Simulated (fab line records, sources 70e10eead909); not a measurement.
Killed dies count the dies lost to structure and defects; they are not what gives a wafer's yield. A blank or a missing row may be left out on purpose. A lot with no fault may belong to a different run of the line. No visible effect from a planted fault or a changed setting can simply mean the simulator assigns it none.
Matching of chambers -- flow nand_harc -- 4 sister chambers for NHARC_A_BLC_CMP_25 on cmp-02
The step polishes, t overpolish 30 s, target thk 150 nm. 4 wafers are shown with their chamber, then 10 later ones without.

== EACH WAFER AND ITS CHAMBER ==
wafer,chamber,motor_current_A (A)
L085.2,3,10.3
L086.1,0,14.0
L086.5,1,10.8
L088.5,2,11.4

== WAFERS WITHOUT THEIR CHAMBER ==
wafer,motor_current_A (A)
L088.6,10.8
L090.1,12.4
L090.2,13.6
L090.5,11.5
L092.1,12.1
L092.3,13.6
L092.4,12.0
L093.1,13.7
L093.3,11.0
L093.4,12.0

== WHICH CHAMBER EACH ONE RAN IN ==
wafer,from the rows above,in truth
L088.6,can't be placed: 1 or 3 or 2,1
L090.1,can't be placed: 2 or 0 or 1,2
L090.2,0,0
L090.5,can't be placed: 2 or 1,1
L092.1,can't be placed: 2 or 1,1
L092.3,0,0
L092.4,can't be placed: 2 or 1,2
L093.1,0,0
L093.3,can't be placed: 1 or 2 or 3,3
L093.4,can't be placed: 2 or 1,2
Correct placement for 3 of the 10. From these rows, 7 cannot be placed; in 7 the true chamber is one of the candidates. Placed wrongly: 0.
How it was worked out, from the rows above alone: a wafer's distance from a chamber is the root of the sum, over the readings, of the square of ((its reading less the chamber's mean) divided by the reading's scatter). If the next closest chamber is less than 2 further off than the closest, the wafer can't be placed; otherwise it belongs to the closest. The mean given for a chamber averages the wafers shown for that chamber. The scatter (one wafer shown for each chamber): square how far every hidden wafer sits from the nearest shown wafer, average those squares and take the square root.
